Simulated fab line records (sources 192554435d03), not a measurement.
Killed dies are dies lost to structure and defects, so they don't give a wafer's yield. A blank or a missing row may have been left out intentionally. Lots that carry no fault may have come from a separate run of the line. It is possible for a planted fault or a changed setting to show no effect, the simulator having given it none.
Split-lot experiment    flow n5 finfet    21 wafers read from 7 lots, route of 1938 steps

## THE SPLIT ITSELF
At N5_BEOL_M4_DESCUM_33 (chemistry O2, time 7 s), the setting time s was moved away from the recipe's 7 s on 8 of the 21 wafers read, by -19.5% to +12.6%. This setting was run at the recipe's value on the other wafers.

## BETWEEN THE SPLIT AND THE READING: the file shows 1 step in between
- N5_BEOL_M4_ETCH_77: etches underlayer in N2/H2, target depth 6.5 nm, time 5.2 s

## THE READING
CAR-EUV_of_BEOL_M4_COAT_22.thk nm (the simulator's own value, which no gauge read), in nm, at N5_BEOL_M4_ETCH_69 (etches SiARC in CF4, target depth 15.6 nm, time 26 s). No usual value for it is given in the file. Across the 13 wafers here that went through the recipe, the average is 11.2 nm and the standard deviation 0.15 nm.

wafer   tool, chamber at the split  time s as run, s  against the recipe  CAR-EUV_of_BEOL_M4_COAT_22.thk nm, nm  against lot-mates on the recipe
L076.2  rie diel-04, 0,1            7                 recipe              11                                     -
L076.4  rie diel-04, 0,1            7                 recipe              11                                     -
L076.6  rie diel-04, 1              6.401             -8.6%               11.4                                   +0.4
L082.1  rie diel-04, 2              7                 recipe              11.2                                   -
L082.2  rie diel-04, 3              7                 recipe              11.2                                   -
L082.4  rie diel-04, 2              7                 recipe              11.2                                   -
L085.2  rie diel-03, 3,1            5.634             -19.5%              11.6                                   +0.6
L085.3  rie diel-03, 3,1            5.634             -19.5%              11.8                                   +0.8
L085.5  rie diel-03, 0              7                 recipe              11                                     -
L090.1  rie diel-03, 1              7                 recipe              11.2                                   -
L090.2  rie diel-03, 3              6.28              -10.3%              11.4                                   +0.2
L090.6  rie diel-03, 1              6.28              -10.3%              11.6                                   +0.4
L091.1  rie diel-04, 3              7.774             +11.1%              11                                     -0.2
L091.5  rie diel-04, 3              7.774             +11.1%              11                                     -0.2
L091.4  rie diel-04, 1              7                 recipe              11.2                                   -
L095.4  rie diel-04, 2              7                 recipe              11                                     -
L095.5  rie diel-04, 3              7.881             +12.6%              10.6                                   -0.5
L095.6  rie diel-04, 2              7                 recipe              11.2                                   -
L096.3  rie diel-04, 1,0,3          7                 recipe              11.4                                   -
L096.5  rie diel-04, 1,0,3          7                 recipe              11.4                                   -
L096.6  rie diel-04, 1,0,3          7                 recipe              11.4                                   -
Where a row lists several chambers, the file gives one row for several wafers and doesn't say which wafer went through which chamber.

THE FIT
A straight line over all 21 wafers: CAR-EUV_of_BEOL_M4_COAT_22.thk nm changes by -0.0275 nm for each +1% of time s; r = -0.85; the points scatter about the line by 0.15 nm.
The same after taking each lot's own level away (the mean of its wafers on the recipe; 21 wafers): -0.0324 nm for each +1%; r = -0.96; scatter 0.085 nm.
That fit puts the effect of the largest move of time s on the reading at 0.63 nm.
From 11.00 to 11.40 nm: that is the span of the lots' own levels, equal to 2.7 times the standard deviation above.
In other words, the slope is changed by the lot-to-lot level; the two fits disagree.
Check: +0.672 nm against its lot-mates is what the line predicts for one of the wafers moved furthest among these (-19.5%) when that wafer is left out of the fit. Against them it came out at +0.6 nm.

## FURTHER SPLITS ON THESE WAFERS
Note: prior to the reading, these wafers also went through further splits. Each is held against what the fit with the lots' levels taken away leaves over:
other split on the same wafers    wafers away from the commonest value  r with CAR-EUV_of_BEOL_M4_COAT_22.thk nm (lot level and that fit taken away)
N5_BEOL_M2_TRENCH_ETCH_37 time s  8                                     -0.40
N5_BEOL_M3_ILD_DEP_00 time s      10                                    -0.03
N5_BEOL_M3_COAT_05 spin rpm       9                                     -0.25
N5_BEOL_M3_TRENCH_ETCH_37 time s  8                                     +0.11

## THE WHOLE CHAIN: every reading that the file lists as answering this split, in the file's order
step                  what it does                                                 reading                                                                             change (the file's fit)                 r (the file's)
N5_BEOL_M4_DESCUM_33  chemistry O2, time 7 s                                       CAR-EUV_of_BEOL_M4_COAT_22.thk nm (the simulator's own value, which no gauge read)  -0.0359 nm for each +1% of the setting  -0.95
N5_BEOL_M4_ETCH_77    etches underlayer in N2/H2, target depth 6.5 nm, time 5.2 s  CAR-EUV_of_BEOL_M4_COAT_22.thk nm (the simulator's own value, which no gauge read)  -0.0284 nm for each +1% of the setting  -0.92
N5_BEOL_M4_ETCH_69    etches SiARC in CF4, target depth 15.6 nm, time 26 s         CAR-EUV_of_BEOL_M4_COAT_22.thk nm (the simulator's own value, which no gauge read)  -0.0341 nm for each +1% of the setting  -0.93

## FILE'S OWN FIT
CAR-EUV_of_BEOL_M4_COAT_22.thk nm changes by -0.0341 nm for each +1% of time s, r = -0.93.
